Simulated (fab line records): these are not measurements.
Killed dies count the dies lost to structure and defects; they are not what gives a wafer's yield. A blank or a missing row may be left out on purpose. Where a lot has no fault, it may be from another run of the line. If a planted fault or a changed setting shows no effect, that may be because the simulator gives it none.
Which tool did it? ; flow nandHarc ; 13 lots with 39 wafers sampled at 4 steps, on a route of 1159 steps

== WHAT THE GAUGES READ, wafer by wafer ==
NHARC_P_STI_INSPECT_25.
lot;measured;on;rawDefectCount
L109;day 3 22:22;defectInspect-02;240 200 175
L110;day 3 22:22;defectInspect-01;224 186 176
L111;day 4 04:32;defectInspect-02;157 155 139
L112;day 4 11:27;defectInspect-01;194 158 330
L113;day 4 11:27;defectInspect-02;275 190 220
L114;day 4 23:27;defectInspect-01;117 229 185
L115;day 5 05:30;defectInspect-02;222 205 175
L119;day 6 03:46;defectInspect-01;210 179 198
L126;day 7 19:16;defectInspect-02;226 164 120
L130;day 8 18:05;defectInspect-02;258 339 287
L129;day 8 18:05;defectInspect-01;281 196 270
L132;day 9 11:41;defectInspect-01;244 342 165
L131;day 9 11:41;defectInspect-02;239 187 205

NHARC_P_GATE_CD_MEAS_26: target cd 120 nm.
lot;measured;on;cdNm (nm)
L109;day 4 19:35;cdSem-01;119.7 120.4 120.2
L110;day 4 19:44;cdSem-02;119.7 120.3 120.4
L111;day 5 02:24;cdSem-01;120.4 119.6 120.4
L112;day 5 10:31;cdSem-03;119.7 119.9 119.2
L113;day 5 10:43;cdSem-03;120.3 120.1 119.7
L114;day 6 03:05;cdSem-02;120.3 119.6 120.1
L115;day 6 06:55;cdSem-03;118.9 119.7 119.7
L119;day 7 07:01;cdSem-01;124.3 123.9 124.3
L126;day 8 19:05;cdSem-03;123.7 124.1 124.8
L130;day 9 17:32;cdSem-02;120.7 120.6 119.1
L129;day 9 17:23;cdSem-02;118.7 119.3 119.1
L132;day 10 10:17;cdSem-02;118.9 118.7 119.5
L131;day 10 10:08;cdSem-01;119.6 119.9 119.7

== TOOL THAT RAN EACH LOT (tool first, then ch and the chambers of the sampled wafers, then the start) ==
lot;NHARC_P_GATE_DEP_103;NHARC_P_GATE_PEB_24
L109;pecvd-03 ch 1,2, day 4 19:02;lithoTrack-06 ch 0, day 4 19:31
L110;pecvd-04 ch 1,2, day 4 19:04;lithoTrack-04 ch 0, day 4 19:40
L111;pecvd-01 ch 0,1,2, day 5 01:53;lithoTrack-06 ch 0, day 5 02:19
L112;pecvd-04 ch 0,2, day 5 09:52;lithoTrack-06 ch 0, day 5 10:26
L113;pecvd-01 ch 0,1,2, day 5 10:01;lithoTrack-04 ch 0, day 5 10:38
L114;pecvd-04 ch 0,1,2, day 6 02:32;lithoTrack-04 ch 0, day 6 03:01
L115;pecvd-01 ch 1,2, day 6 06:14;lithoTrack-06 ch 0, day 6 06:50
L119;pecvd-03 ch 0,1, day 7 06:20;lithoTrack-01 ch 0, day 7 06:56
L126;pecvd-03 ch 0,1, day 8 18:26;lithoTrack-01 ch 0, day 8 19:01
L130;pecvd-03 ch 1,2, day 9 16:47;lithoTrack-04 ch 0, day 9 17:27
L129;pecvd-01 ch 0,1, day 9 16:42;lithoTrack-06 ch 0, day 9 17:18
L132;pecvd-04 ch 0,1, day 10 09:31;lithoTrack-04 ch 0, day 10 10:13
L131;pecvd-03 ch 0,1, day 10 09:29;lithoTrack-06 ch 0, day 10 10:03
- NHARC_P_GATE_DEP_103: deposits SiON, target thk 30 nm.
- NHARC_P_GATE_PEB_24: peb time 65 s.

== AS READ BY THE TOOLS THEMSELVES (means over the sampled wafers that have a number; for cases with no such wafer, the mark the record gives instead) ==
NHARC_P_GATE_DEP_103.
lot;tool;heaterPowerW (W)
L109;pecvd-03;711
L110;pecvd-04;841
L111;pecvd-01;711
L112;pecvd-04;726
L113;pecvd-01;667
L114;pecvd-04;818
L115;pecvd-01;759
L119;pecvd-03;677
L126;pecvd-03;700
L130;pecvd-03;741
L129;pecvd-01;684
L132;pecvd-04;776
L131;pecvd-03;685

NHARC_P_GATE_PEB_24.
lot;tool;heaterPowerTotalW (W)
L109;lithoTrack-06;156.7
L110;lithoTrack-04;156.5
L111;lithoTrack-06;156.3
L112;lithoTrack-06;156.2
L113;lithoTrack-04;156.5
L114;lithoTrack-04;156.3
L115;lithoTrack-06;156.8
L119;lithoTrack-01;164.8
L126;lithoTrack-01;165.6
L130;lithoTrack-04;156.6
L129;lithoTrack-06;156.8
L132;lithoTrack-04;156.8
L131;lithoTrack-06;156.9

== THE ANSWER, worked out from the rows above alone ==
Rule: usual is defined by the lots themselves. Put in order of their means at a reading, lots are off if they are a third of the lots or fewer, leave a main group of 4 or more, and stand apart from it by a gap of 3 or more times the standard deviation of the main group's means; of several such gaps the widest counts. The tables above print the reading to a certain number of digits; a main group whose means all agree to those digits is not used. Also off: a lot with no number at a reading for which 4 or more lots have one. Any other lot the step has rows for is counted as sound. The gauges are gone through in route order, then the tools' own readings, and for those a lot's mean is taken as printed above. At the first step where some lot is off, the reading lying furthest off is the one used; lots without a number count as furthest.
Off: L119, L126, at NHARC_P_GATE_CD_MEAS_26 (cdNm). The main group has a mean of 119.8 nm with a standard deviation of 0.41.
If a tool, at a process step before that reading, ran all the lots that are off and no sound lot after the first of them, it fits. The gauges at NHARC_P_GATE_CD_MEAS_26 aren't tried: what is off there is off at NHARC_P_GATE_PEB_24 too, on other tools, and a gauge's error can't cause that. One fits: NHARC_P_GATE_PEB_24 on lithoTrack-01. It ran no sound lot before its first lot that is off in this sample, so the start can't be narrowed down.
On the lots that are off, the tool's own readings at NHARC_P_GATE_PEB_24 differ by more than 5 times the standard deviation of the sound lots' means, which bears it out; heaterPowerTotalW reads 165.2 W there versus 156.6 W on the sound lots.

== WHAT THE SIMULATOR PUT IN ==
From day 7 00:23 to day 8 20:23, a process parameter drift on lithoTrack-01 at NHARC_P_GATE_PEB_24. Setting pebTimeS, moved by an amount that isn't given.
Lots struck among those shown: L119, L126. The same result came from the rule above.
